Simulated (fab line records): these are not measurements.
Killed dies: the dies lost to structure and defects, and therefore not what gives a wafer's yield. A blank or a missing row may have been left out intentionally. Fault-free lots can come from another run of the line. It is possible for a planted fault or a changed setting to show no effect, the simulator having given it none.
fab line records    flow n5Finfet
record: lots: 12  wafers: 36  lastDay: 19
route steps=1938 shown BEOL_M5@1182 BEOL_M6@1194 PASSIVATION@1936
lots untouched by any fault: they come from a run of this same line in which no faults occurred
startH: hours from the record's first day to the start of the lot's first wafer shown    waitH: hours since the lot's step before    " identical to the entry in the row above    L1.1+2: one row covering several wafers at once    - either no value or no given start    * or withheld: withheld    < > ~ a bound
route shown NAME@n: names a module that has steps shown in the file, with the first one's number in the route    usual: mean/standard deviation of fault-free wafers    same: alike in all rows    chamber/n: place in a boat    sites: readings site by site    _std_site: standard deviation across them    _edge_site: mean of outer sites minus mean of inner sites    radiusMm: for every site, how far away it sits from the centre of the wafer    mask NAME#n: copy n    behind: the most recent tool/chamber to have shaped the wafer    hold: the reason the lot was held/the length of the hold in hours/how it ended    device: transistor that didn't switch, given as n, p or np    end of line: the route-end tests of the same wafers    a step without rows: its recipe alone    killed: at the first sort, the dies lost to defects and structure; wafer yield is something else    map: the dies of a wafer, with x for killed, . for not killed, _ for no die there
set.NAME: the run value of the setting; set.NAME@STEP: its run value at that earlier step    model.NAME: the simulator's own value behind a step, which no gauge read
one table for each step of the route and one row for each wafer, over a sample of lots
services: a tool's chamber out of use, with start hour (startH, from the record's first day; less than 0 if before it), hours out, and reason
== steps ==
step: N5_BEOL_M5_ANNEAL_89
recipe: tempC: 400  timeS: 1800  ambient: vacuum
usual: heaterPowerW: 807/64
lot.wafer  tool           chamber  startH  waitH  heaterPowerW
L882.1     pvdSputter-02  -        207.20  0.0    807
L882.2     "              -        "       "      789
L882.6     "              -        "       "      793
L885.2     pvdSputter-03  -        252.52  0.0    774
L885.3     "              -        "       "      722
L885.6     "              -        "       "      908
L887.2     pvdSputter-01  -        274.66  0.0    769
L887.4     "              -        "       "      901
L887.5     "              -        "       "      810
L888.1     pvdSputter-03  -        281.09  0.0    710
L888.2     "              -        "       "      833
L888.6     "              -        "       "      761
L891.1     pvdSputter-01  -        304.53  0.0    727
L891.3     "              -        "       "      810
L891.4     "              -        "       "      894
L883.3     pvdSputter-02  -        320.82  0.0    778
L883.4     "              -        "       "      718
L883.6     "              -        "       "      779
L897.2     pvdSputter-01  -        324.98  0.0    885
L897.4     "              -        "       "      752
L897.6     "              -        "       "      788
L898.2     pvdSputter-02  -        341.93  0.0    780
L898.5     "              -        "       "      790
L898.6     "              -        "       "      777
L895.2     pvdSputter-01  -        350.51  0.0    914
L895.3     "              -        "       "      809
L895.6     "              -        "       "      848
L899.1     pvdSputter-02  -        351.82  0.0    778
L899.2     "              -        "       "      713
L899.4     "              -        "       "      797
L902.2     pvdSputter-02  -        356.25  0.0    794
L902.5     "              -        "       "      778
L902.6     "              -        "       "      825
L904.1     pvdSputter-01  -        360.72  0.0    861
L904.5     "              -        "       "      903
L904.6     "              -        "       "      745
step: N5_BEOL_M5_PRE_CLEAN_77
recipe: gas: NH3/H2  timeS: 15  tempC: *  rfPowerW: 300
usual: heaterPowerW: 87/9.1
lot.wafer  tool      chamber  startH  waitH  heaterPowerW
L882.1     cvdCo-02  0        209.05  0.0    93
L882.2     "         1        "       "      98
L882.6     "         1        "       "      100
L885.2     cvdCo-02  1        254.38  0.0    100
L885.3     "         2        "       "      77
L885.6     "         1        "       "      99
L887.2     cvdCo-01  1        276.50  0.0    83
L887.4     "         1        "       "      80
L887.5     "         0        "       "      77
L888.1     cvdCo-02  0        283.25  0.0    90
L888.2     "         1        "       "      97
L888.6     "         0        "       "      93
L891.1     cvdCo-02  1        306.37  0.0    100
L891.3     "         2        "       "      77
L891.4     "         0        "       "      95
L883.3     cvdCo-02  2        322.71  0.1    76
L883.4     "         1        "       "      98
L883.6     "         2        "       "      78
L897.2     cvdCo-01  0        326.93  0.0    80
L897.4     "         1        "       "      84
L897.6     "         0        "       "      81
L898.2     cvdCo-02  0        343.77  0.0    92
L898.5     "         0        "       "      94
L898.6     "         2        "       "      75
L895.2     cvdCo-02  0        352.35  0.0    93
L895.3     "         2        "       "      74
L895.6     "         0        "       "      94
L899.1     cvdCo-01  1        353.66  0.0    84
L899.2     "         2        "       "      93
L899.4     "         2        "       "      91
L902.2     cvdCo-01  0        358.16  0.0    79
L902.5     "         2        "       "      91
L902.6     "         1        "       "      86
L904.1     cvdCo-01  2        362.87  0.0    94
L904.5     "         2        "       "      93
L904.6     "         0        "       "      80
step: N5_BEOL_M6_ILD_DEP_00
recipe: material: SiCOH_lowk  targetThkA: 1797.5  tempC: 300  precursor: DEMS/porogen  pressureTorr: 5  rfW: 500  timeS: 33.4
usual: heaterPowerW: 335/46  showerheadPlenumPTorr: 5.742/0.021  throttleValvePct: 14.2/0.75
lot.wafer  tool      chamber  startH  waitH  heaterPowerW  showerheadPlenumPTorr  throttleValvePct
L882.1     pecvd-03  0        209.34  0.0    292           5.711                  14.0
L882.2     "         1        "       "      355           5.753                  14.2
L882.6     "         0        "       "      304           5.732                  14.0
L885.2     pecvd-03  0        254.66  0.0    341           5.737                  13.8
L885.3     "         2        "       "      297           5.742                  13.0
L885.6     "         1        "       "      341           5.745                  14.1
L887.2     pecvd-03  2        276.82  0.0    288           5.725                  12.9
L887.4     "         0        "       "      312           5.717                  13.8
L887.5     "         1        "       "      334           5.735                  13.9
L888.1     pecvd-02  0        283.53  0.0    319           5.714                  13.7
L888.2     "         2        "       "      306           5.778                  13.7
L888.6     "         2        "       "      299           5.766                  13.7
L891.1     pecvd-03  1        306.66  0.0    338           5.737                  14.1
L891.3     "         0        "       "      277           5.724                  14.1
L891.4     "         1        "       "      351           5.748                  13.9
L883.3     pecvd-04  2        323.04  0.0    337           5.789                  14.1
L883.4     "         2        "       "      262           5.765                  14.1
L883.6     "         1        "       "      439           5.746                  15.8
L897.2     pecvd-04  1        327.21  0.0    367           5.760                  15.7
L897.4     "         2        "       "      302           5.758                  14.0
L897.6     "         1        "       "      375           5.755                  15.6
L898.2     pecvd-03  0        344.11  0.0    328           5.736                  14.1
L898.5     "         1        "       "      350           5.752                  14.0
L898.6     "         2        "       "      297           5.756                  13.1
L895.2     pecvd-04  0        352.69  0.0    411           5.726                  13.9
L895.3     "         1        "       "      392           5.765                  15.7
L895.6     "         1        "       "      390           5.749                  15.6
L899.1     pecvd-02  1        353.95  0.0    285           5.753                  15.2
L899.2     "         2        "       "      348           5.757                  14.0
L899.4     "         0        "       "      292           5.704                  13.8
L902.2     pecvd-02  0        358.47  0.0    307           5.707                  13.6
L902.5     "         2        "       "      352           5.757                  13.3
L902.6     "         0        "       "      308           5.715                  14.1
L904.1     pecvd-04  0        363.16  0.0    362           5.744                  13.6
L904.5     "         2        "       "      279           5.752                  13.8
L904.6     "         1        "       "      402           5.756                  15.4
step: N5_BEOL_M6_EXPOSE_08
recipe: maskId: M6  na: 1.35  sourceShape: dipole  sigmaInner: 0.817  sigmaOuter: 0.97  polarization: te  doseMj: 68.25
usual: exposureDoseMJCm2: 68.19/0.071
same: sigmaInner: 0.817
lot.wafer  tool            chamber  startH  waitH  mask  exposureDoseMJCm2
L882.1     arfiScanner-02  0        210.40  -      M6#0  68.32
L882.2     "               0        "       "      M6#0  68.33
L882.6     "               0        "       "      M6#0  68.23
L885.2     arfiScanner-01  0        256.09  -      M6#0  68.21
L885.3     "               0        "       "      M6#0  68.15
L885.6     "               0        "       "      M6#0  68.15
L887.2     arfiScanner-02  0        277.81  -      M6#0  68.14
L887.4     "               0        "       "      M6#0  68.22
L887.5     "               0        "       "      M6#0  68.11
L888.1     arfiScanner-02  0        284.85  -      M6#0  68.25
L888.2     "               0        "       "      M6#0  68.27
L888.6     "               0        "       "      M6#0  68.22
L891.1     arfiScanner-03  0        310.53  -      M6#0  68.16
L891.3     "               0        "       "      M6#0  68.09
L891.4     "               0        "       "      M6#0  68.27
L883.3     arfiScanner-03  0        326.17  -      M6#0  68.12
L883.4     "               0        "       "      M6#0  68.06
L883.6     "               0        "       "      M6#0  68.16
L897.2     arfiScanner-02  0        329.82  -      M6#0  65.79
L897.4     "               0        "       "      M6#0  65.83
L897.6     "               0        "       "      M6#0  65.92
L898.2     arfiScanner-02  0        346.88  -      M6#0  66.28
L898.5     "               0        "       "      M6#0  66.32
L898.6     "               0        "       "      M6#0  66.30
L895.2     arfiScanner-01  0        354.48  -      M6#0  68.14
L895.3     "               0        "       "      M6#0  68.11
L895.6     "               0        "       "      M6#0  68.20
L899.1     arfiScanner-02  0        355.69  -      M6#0  66.72
L899.2     "               0        "       "      M6#0  66.61
L899.4     "               0        "       "      M6#0  66.68
L902.2     arfiScanner-01  0        360.23  -      M6#0  68.12
L902.5     "               0        "       "      M6#0  68.06
L902.6     "               0        "       "      M6#0  68.20
L904.1     arfiScanner-01  0        365.34  -      M6#0  68.18
L904.5     "               0        "       "      M6#0  68.20
L904.6     "               0        "       "      M6#0  68.19
step: N5_PASSIVATION_PROBE_49
usual: defectLimitedYield: 90.9/1.4  killed_at_M0_to_M3: 38/11  killed_at_M4_up: 13/5.9  killedAtContacts: 14/6.4  killedAtFrontEnd: 38/11  killedAtOther: 3.3/2.5  killedDies: 107/16  killedOpen: 70/12  killedShort: 35/7.7  sort_bin_5_function: 5.3/0.94  sort_bin_6_memory: 3.5/0.7  sortNPass: 1073/16  sortYieldPct: 90.9/1.4
same: grossDies: 1180  killedAtBackSide: 0  sort_bin_4_leakage[%]: 0  sort_bin_8_speed[%]: 0
lot.wafer  tool       chamber  startH  waitH  defectLimitedYield[%]  killed_at_M0_to_M3  killed_at_M4_up  killedAtContacts  killedAtFrontEnd  killedAtOther  killedDies  killedOpen  killedShort  sort_bin_5_function[%]  sort_bin_6_memory[%]  sortNPass  sortYieldPct[%]
L882.1     prober-01  -        294.32  0.0    91.9                   21                  14               3                 51                7              96          65          31           4.4                     3.6                   1084       91.9
L882.2     prober-01  -        294.37  0.1    90.4                   38                  7                6                 59                3              113         66          47           5.9                     3.2                   1067       90.4
L882.6     prober-01  -        294.57  0.3    93.3                   17                  17               8                 34                3              79          44          34           4.4                     2.2                   1101       93.3
L885.2     prober-02  -        341.61  0.1    93.1                   30                  11               11                29                0              81          59          18           3.0                     3.6                   1099       93.1
L885.3     prober-02  -        341.66  0.1    91.4                   33                  18               14                36                1              102         65          32           4.7                     3.7                   1078       91.4
L885.6     prober-02  -        341.81  0.3    91.7                   29                  14               10                44                1              98          60          32           4.8                     3.0                   1082       91.7
L895.2     prober-02  -        449.86  0.1    91.0                   54                  12               12                26                2              106         74          31           4.5                     4.2                   1074       91.0
L895.3     prober-02  -        449.91  0.1    89.9                   58                  8                13                39                1              119         87          32           6.0                     3.8                   1061       89.9
L895.6     prober-02  -        450.06  0.3    90.0                   42                  10               23                42                1              118         68          50           6.2                     3.4                   1062       90.0
L899.1     prober-02  -        461.48  0.0    88.7                   60                  16               6                 48                3              133         75          55           7.0                     3.9                   1047       88.7
L899.2     prober-02  -        461.53  0.1    89.5                   54                  5                11                51                3              124         81          42           6.2                     4.0                   1056       89.5
L899.4     prober-02  -        461.63  0.2    88.9                   43                  14               17                51                6              131         86          45           5.8                     4.8                   1049       88.9
L902.2     prober-02  -        461.99  0.1    94.8                   17                  6                6                 26                6              61          42          17           2.8                     2.1                   1119       94.8
L902.5     prober-02  -        462.14  0.2    92.2                   42                  10               15                21                4              92          61          30           3.8                     3.8                   1088       92.2
L902.6     prober-02  -        462.19  0.3    92.3                   43                  6                8                 29                5              91          68          23           3.8                     3.6                   1089       92.3
L904.1     prober-01  -        464.51  0.2    90.1                   29                  16               24                46                2              117         75          42           5.8                     3.9                   1063       90.1
L904.5     prober-01  -        464.71  0.4    92.1                   40                  12               18                20                3              93          56          36           5.1                     2.7                   1087       92.1
L904.6     prober-01  -        464.76  0.5    90.2                   45                  15               14                41                1              116         76          40           5.8                     3.7                   1064       90.2
killed by level:class
L882.1 STI_FIN_REVEAL:geometricParticle:open=17 FIN_SAQP:geometricParticle:short=11 BEOL_M1:geometricParticle:open=6 FIN_SAQP:geometricParticle:open=5 BEOL_M0_SAQP:geometricParticle:short=5 STI_FIN_REVEAL:geometricParticle:short=4 GATE_CUT:geometricParticle:open=4 BEOL_M2:geometricParticle:open=4
L882.2 FIN_SAQP:geometricParticle:short=17 STI_FIN_REVEAL:geometricParticle:open=16 BEOL_M1:geometricParticle:open=9 BEOL_M3:geometricParticle:open=6 FIN_SAQP:geometricParticle:open=6 BEOL_M0_SAQP:geometricParticle:short=5 GATE_CUT:geometricParticle:open=4 MOL_CONTACT_COAG:geometricParticle:open=4
L882.6 FIN_SAQP:geometricParticle:short=9 MOL_CONTACT_COAG:geometricParticle:open=6 BEOL_M4:geometricParticle:open=6 STI_FIN_REVEAL:geometricParticle:open=5 BEOL_M5:geometricParticle:open=5 STARTING-WAFER:geometricParticle:short=5 GATE_CUT:geometricParticle:short=4 BEOL_M2:geometricParticle:open=4
L885.2 MOL_CONTACT_COAG:geometricParticle:open=11 BEOL_M2:geometricParticle:open=7 BEOL_M3:geometricParticle:open=7 FIN_SAQP:geometricParticle:short=6 STI_FIN_REVEAL:geometricParticle:open=6 BEOL_M0_SAQP:geometricParticle:short=6 BEOL_M0_SAQP:geometricParticle:open=5 BEOL_M0:geometricParticle:open=4
L885.3 MOL_CONTACT_COAG:geometricParticle:open=13 FIN_SAQP:geometricParticle:short=10 BEOL_M2:geometricParticle:open=10 FIN_SAQP:geometricParticle:open=9 BEOL_M3:geometricParticle:open=6 BEOL_M2:geometricParticle:short=5 BEOL_M4:geometricParticle:open=5 BEOL_M0_SAQP:geometricParticle:short=4
L885.6 FIN_SAQP:geometricParticle:short=9 MOL_CONTACT_COAG:geometricParticle:open=8 STI_FIN_REVEAL:geometricParticle:open=7 FIN_SAQP:geometricParticle:open=6 BEOL_M3:geometricParticle:open=6 BEOL_M5:geometricParticle:open=6 BEOL_M0:geometricParticle:open=5 BEOL_M5:geometricParticle:short=4
L895.2 BEOL_M2:geometricParticle:open=15 MOL_CONTACT_COAG:geometricParticle:open=9 BEOL_M0_SAQP:geometricParticle:open=8 BEOL_M0_SAQP:geometricParticle:short=7 BEOL_M2:geometricParticle:short=6 BEOL_M3:geometricParticle:open=6 STI_FIN_REVEAL:geometricParticle:open=5 BEOL_M1:geometricParticle:open=5
L895.3 BEOL_M2:geometricParticle:open=25 MOL_CONTACT_COAG:geometricParticle:open=11 BEOL_M0_SAQP:geometricParticle:open=9 BEOL_M2:geometricParticle:short=8 BEOL_M3:geometricParticle:open=7 FIN_SAQP:geometricParticle:open=6 DUMMY_GATE:geometricParticle:open=6 DUMMY_GATE:geometricParticle:short=5
L895.6 MOL_CONTACT_COAG:geometricParticle:open=14 FIN_SAQP:geometricParticle:short=12 BEOL_M0_SAQP:geometricParticle:short=12 MOL_CONTACT_COAG:geometricParticle:short=9 BEOL_M2:geometricParticle:open=8 FIN_SAQP:geometricParticle:open=6 BEOL_M3:geometricParticle:open=6 STI_FIN_REVEAL:geometricParticle:open=5
L899.1 FIN_SAQP:geometricParticle:short=21 BEOL_M1:geometricParticle:open=13 BEOL_M0_SAQP:geometricParticle:short=11 BEOL_M2:geometricParticle:open=11 FIN_SAQP:geometricParticle:open=10 BEOL_M4:geometricParticle:open=9 BEOL_M3:geometricParticle:open=8 BEOL_M1:geometricParticle:short=4
L899.2 FIN_SAQP:geometricParticle:open=18 FIN_SAQP:geometricParticle:short=12 MOL_CONTACT_COAG:geometricParticle:open=10 BEOL_M3:geometricParticle:open=10 STI_FIN_REVEAL:geometricParticle:open=8 BEOL_M1:geometricParticle:open=8 BEOL_M1:geometricParticle:short=8 BEOL_M2:geometricParticle:open=8
L899.4 FIN_SAQP:geometricParticle:open=19 FIN_SAQP:geometricParticle:short=15 BEOL_M1:geometricParticle:open=13 MOL_CONTACT_COAG:geometricParticle:open=12 BEOL_M2:geometricParticle:open=10 GATE_CUT:geometricParticle:open=5 MOL_CONTACT_COAG:geometricParticle:short=5 BEOL_M4:geometricParticle:open=5
L902.2 STI_FIN_REVEAL:geometricParticle:open=8 MOL_CONTACT_COAG:geometricParticle:open=6 STI_FIN_REVEAL:geometricParticle:short=3 BEOL_M0:geometricParticle:open=3 BEOL_M1:geometricParticle:open=3 BEOL_M2:geometricParticle:open=3 DUMMY_GATE:geometricParticle:open=2 ILD0:geometricParticle:open=2
L902.5 MOL_CONTACT_COAG:geometricParticle:open=14 BEOL_M2:geometricParticle:open=13 BEOL_M3:geometricParticle:open=9 STI_FIN_REVEAL:geometricParticle:open=7 BEOL_M1:geometricParticle:open=5 BEOL_M2:geometricParticle:short=5 BEOL_M0:geometricParticle:short=3 BEOL_M4:geometricParticle:open=3
L902.6 BEOL_M3:geometricParticle:open=16 STI_FIN_REVEAL:geometricParticle:open=15 BEOL_M2:geometricParticle:open=10 MOL_CONTACT_COAG:geometricParticle:open=7 BEOL_M0_SAQP:geometricParticle:short=4 BEOL_M1:geometricParticle:open=4 GATE_CUT:geometricParticle:short=3 BEOL_M0_SAQP:geometricParticle:open=3
L904.1 MOL_CONTACT_COAG:geometricParticle:open=23 FIN_SAQP:geometricParticle:short=14 BEOL_M3:geometricParticle:open=9 DUMMY_GATE:geometricParticle:open=8 GATE_CUT:geometricParticle:short=6 BEOL_M0_SAQP:geometricParticle:open=5 BEOL_M4:geometricParticle:short=5 BEOL_M4:geometricParticle:open=5
L904.5 BEOL_M0_SAQP:geometricParticle:short=13 MOL_CONTACT_COAG:geometricParticle:open=12 BEOL_M0_SAQP:geometricParticle:open=8 MOL_CONTACT_COAG:geometricParticle:short=6 FIN_SAQP:geometricParticle:short=5 BEOL_M0:geometricParticle:open=5 BEOL_M3:geometricParticle:open=5 STI_FIN_REVEAL:geometricParticle:open=4
L904.6 BEOL_M3:geometricParticle:open=11 MOL_CONTACT_COAG:geometricParticle:open=10 BEOL_M0_SAQP:geometricParticle:open=8 BEOL_M0_SAQP:geometricParticle:short=8 STI_FIN_REVEAL:geometricParticle:open=7 BEOL_M4:geometricParticle:open=7 FIN_SAQP:geometricParticle:short=6 DUMMY_GATE:geometricParticle:open=6
== services ==
tool            chamber  startH  hours  kind
arfiScanner-01  -        189.57  1.3    pm
arfiScanner-02  -        222.48  1.0    pm
cvdCo-02        -        223.15  3.8    pm
pvdSputter-01   -        237.91  1.1    repair
arfiScanner-02  -        249.36  1.3    pm
arfiScanner-02  -        251.98  1.0    pm
arfiScanner-01  -        260.20  1.0    pm
cvdCo-01        -        269.08  2.8    pm
cvdCo-02        -        271.83  6.9    pm
pecvd-03        -        286.12  14.6   pm
pecvd-04        2        287.69  4.1    repair
cvdCo-01        -        289.41  7.4    repair
pecvd-04        -        289.55  6.0    pm
cvdCo-01        -        303.92  14.6   pm
arfiScanner-02  -        309.42  4.9    pm
cvdCo-02        0        312.38  18.0   repair
arfiScanner-01  -        315.07  1.3    pm
arfiScanner-02  -        318.15  0.8    pm
cvdCo-01        -        318.52  6.9    pm
arfiScanner-01  -        325.44  0.8    pm
pecvd-04        2        331.11  30.4   repair
arfiScanner-02  -        331.55  5.4    repair
arfiScanner-02  -        359.77  3.9    pm
arfiScanner-01  -        362.25  0.8    repair
== key ==
firstSign: step: N5_BEOL_M6_EXPOSE_08  reading: exposureDoseMJCm2  direction: down  sigmas: 27  usual: 68.19  struck: 66.27
effect none on later readings
metAt N5_BEOL_M6_EXPOSE_08
struckLots L897,L898,L899
loopTrim: step: N5_BEOL_M6_EXPOSE_08  setting: dose  lots: L898,L899
notActingAt N5_BEOL_M5_ANNEAL_89,N5_BEOL_M5_PRE_CLEAN_77,N5_BEOL_M6_ILD_DEP_00
onsetBetween 284.85 329.82
fault: kind: processParameterDrift  tool: arfiScanner-02  chamber: -  onsetH: 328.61  steps: N5_BEOL_M6_EXPOSE_08  channel: doseMj  offset: -2.4128  shape: step  actsIn: theseRecipesOnly  stated: 68.25
loopTrim: a control loop set the setting to another value than it would have without faults
